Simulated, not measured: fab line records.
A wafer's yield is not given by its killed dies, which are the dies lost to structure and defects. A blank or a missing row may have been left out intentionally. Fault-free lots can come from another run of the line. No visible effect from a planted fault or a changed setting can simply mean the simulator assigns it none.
Lot-split experiment -- flow n5Finfet -- 7 lots, 21 wafers read, on a route of 1938 steps

## THE SPLIT
At N5_BEOL_M2_PECVD_72 (deposits SiO2 from TEOS/O2, target thk 16 nm, time 18 s), the setting tempC was moved away from the recipe's 400 C on 8 of the 21 wafers read, by -3.0% to +3.5%. This setting was run at the recipe's value on the other wafers.

The split's own step is where the reading is taken.

## THE READING
SiO2_of_BEOL_M2_PECVD_72.thkNm (the simulator's own value, which no gauge read), in nm, at N5_BEOL_M2_PECVD_72 (deposits SiO2 from TEOS/O2, target thk 16 nm, time 18 s). The file does not state a usual value for it. Average 16.1 nm, standard deviation 0.23 nm, over the 13 wafers here run with the recipe.

wafer,"tool, chamber at the split","tempC as run, C",against the recipe,"SiO2_of_BEOL_M2_PECVD_72.thkNm, nm",against lot-mates on the recipe
L075.2,"pecvd-04, 0",400,recipe,16,-
L075.3,"pecvd-04, 2",400,recipe,16.2,-
L075.6,"pecvd-04, 2",400,recipe,16.2,-
L076.1,"pecvd-04, 2",400,recipe,16,-
L076.2,"pecvd-04, 1,0",393.7,-1.6%,16.6,+0.6
L076.3,"pecvd-04, 1,0",393.7,-1.6%,16.6,+0.6
L077.1,"pecvd-03, 0,2",410.3,+2.6%,14.8,-1.2
L077.2,"pecvd-03, 0,2",410.3,+2.6%,14.8,-1.2
L077.3,"pecvd-03, 1",400,recipe,16,-
L083.3,"pecvd-01, 0",387.8,-3.0%,17.2,no lot-mate on the recipe
L083.4,"pecvd-01, 0",387.8,-3.0%,17.4,no lot-mate on the recipe
L083.5,"pecvd-01, 1",387.8,-3.0%,17.6,no lot-mate on the recipe
L085.2,"pecvd-04, 1",414,+3.5%,14.4,-1.9
L085.4,"pecvd-04, 1",400,recipe,16.4,-
L085.6,"pecvd-04, 1",400,recipe,16.2,-
L092.1,"pecvd-03, 2",400,recipe,16,-
L092.3,"pecvd-03, 0",400,recipe,16.2,-
L092.6,"pecvd-03, 0",400,recipe,16.6,-
L096.3,"pecvd-04, 2",400,recipe,15.6,-
L096.4,"pecvd-04, 2",400,recipe,16.2,-
L096.5,"pecvd-04, 1",400,recipe,16,-
If several chambers appear in one row, that row covers several wafers at once and the file leaves open which wafer was in which chamber.

FIT RESULTS
A straight line over all 21 wafers: SiO2_of_BEOL_M2_PECVD_72.thkNm changes by -0.45 nm for each +1% of tempC; r = -0.96; the points scatter about the line by 0.22 nm.
The same after taking each lot's own level away (the mean of its wafers on the recipe; 18 wafers): -0.478 nm for each +1%; r = -0.96; scatter 0.18 nm.
The reading moves by 1.7 nm for the largest change in tempC, on that fit.
Across the lots, their own levels run from 15.93 to 16.30 nm, a range of 1.6 times the standard deviation given above.
The two slopes agree, so the slope changes little with the lot-to-lot level.
Check: for one of the wafers moved furthest among these (+3.5%), held out of the fit, the line's prediction against its lot-mates is -1.56 nm. Against them it came out at -1.9 nm.

## ADDITIONAL SPLITS CARRIED BY THESE WAFERS
Other splits were also applied to these wafers ahead of the reading. Each is held against what the fit with the lots' levels taken away leaves over:
other split on the same wafers,wafers away from the commonest value,r with SiO2_of_BEOL_M2_PECVD_72.thkNm (lot level and that fit taken away)
N5_HKMG_FIN_EXPOSE_46 doseMj,4,-0.02
N5_GATE_CUT_EXPOSE_10 doseMj,8,-0.25
N5_GATE_CUT_ETCH_36 cf4FlowSccm,7,+0.13
N5_BEOL_M0_SAQP_COAT_105 spinRpm,9,-0.05
N5_BEOL_M0_SPUTTER_134 timeS,10,-0.39

## THE FILE'S OWN FIT
SiO2_of_BEOL_M2_PECVD_72.thkNm changes by -0.5 nm for each +1% of tempC, r = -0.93.
